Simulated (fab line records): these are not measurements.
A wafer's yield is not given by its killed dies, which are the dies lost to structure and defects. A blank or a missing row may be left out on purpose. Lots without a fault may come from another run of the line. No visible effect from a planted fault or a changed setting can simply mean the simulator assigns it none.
Matching of chambers | flow n5Finfet | rieSi-03 running N5_FIN_CUT_CUT_ETCH_28: 4 sister chambers
The step etches Si in HBr/Cl2/O2, target depth 6 nm, time 2.4 s. 20 wafers are shown with their chamber, then 10 later ones without.

WAFERS WITH THEIR CHAMBER
wafer  | chamber | drypumpMotorCurrentA (A) | throttleValvePct (%) | oesProductAu (a.u.)
L076.2 | 3       | 6.4                      | 37.38                | 0.987
L076.5 | 3       | 6.3                      | 37.39                | 0.989
L076.6 | 2       | 6.1                      | 37.05                | 0.993
L078.1 | 1       | 5.2                      | 36.97                | 0.994
L078.3 | 0       | 6.4                      | 37.31                | 1.015
L078.6 | 2       | 6.1                      | 37.06                | 0.991
L080.3 | 0       | 6.4                      | 37.32                | 1.005
L080.4 | 3       | 6.3                      | 37.39                | 0.992
L080.5 | 2       | 6.1                      | 37.04                | 0.996
L081.2 | 0       | 6.4                      | 37.32                | 1.012
L081.4 | 3       | 6.3                      | 37.37                | 0.994
L081.5 | 0       | 6.4                      | 37.35                | 1.013
L082.1 | 2       | 6.1                      | 37.04                | 0.994
L082.2 | 1       | 5.2                      | 36.97                | 0.999
L082.5 | 0       | 6.4                      | 37.30                | 1.015
L084.2 | 2       | 6.1                      | 37.04                | 0.990
L084.4 | 3       | 6.3                      | 37.38                | 0.994
L084.6 | 2       | 6.1                      | 37.06                | 0.994
L090.3 | 3       | 6.3                      | 37.38                | 0.984
L090.4 | 2       | 6.1                      | 37.05                | 0.990

SIGNATURES (means of the wafers above)
reading              | chamber 0 | chamber 1 | chamber 2 | chamber 3 | scatter within a chamber
drypumpMotorCurrentA | 6.400     | 5.200     | 6.100     | 6.317     | 0.0228
throttleValvePct     | 37.3200   | 36.9700   | 37.0486   | 37.3817   | 0.0116
oesProductAu         | 1.01200   | 0.99650   | 0.99257   | 0.99000   | 0.00348
Rule: a wafer lies at a distance from a chamber equal to the root of the sum of squares, over the readings, of (its reading less the chamber's mean, divided by the reading's scatter). If the next closest chamber is less than 2 further off than the closest, the wafer can't be placed; otherwise it belongs to the closest. The scatter: the root of (the sum of the squares of (reading less its chamber's mean) over the shown wafers, divided by (wafers less chambers)).

WAFERS WITHOUT THEIR CHAMBER
wafer  | drypumpMotorCurrentA (A) | throttleValvePct (%) | oesProductAu (a.u.)
L090.6 | 6.3                      | 37.39                | 0.988
L092.4 | 6.1                      | 37.03                | 0.997
L092.5 | 6.4                      | 37.30                | 1.011
L092.6 | 6.3                      | 37.39                | 0.990
L094.1 | 6.4                      | 37.31                | 1.009
L094.4 | 5.2                      | 36.95                | 0.992
L094.5 | 6.4                      | 37.32                | 1.008
L097.1 | 6.4                      | 37.33                | 1.008
L097.2 | 6.1                      | 37.05                | 0.988
L097.3 | 6.3                      | 37.39                | 0.994

CHAMBER TAKEN BY EACH
wafer  | from the rows above | in truth
L090.6 | 3                   | 3
L092.4 | 2                   | 2
L092.5 | 0                   | 0
L092.6 | 3                   | 3
L094.1 | 0                   | 0
L094.4 | 1                   | 1
L094.5 | 0                   | 0
L097.1 | 0                   | 0
L097.2 | 2                   | 2
L097.3 | 3                   | 3
Correct placement for 10 of the 10. Not placeable from these rows: 0. 0 placed wrongly.
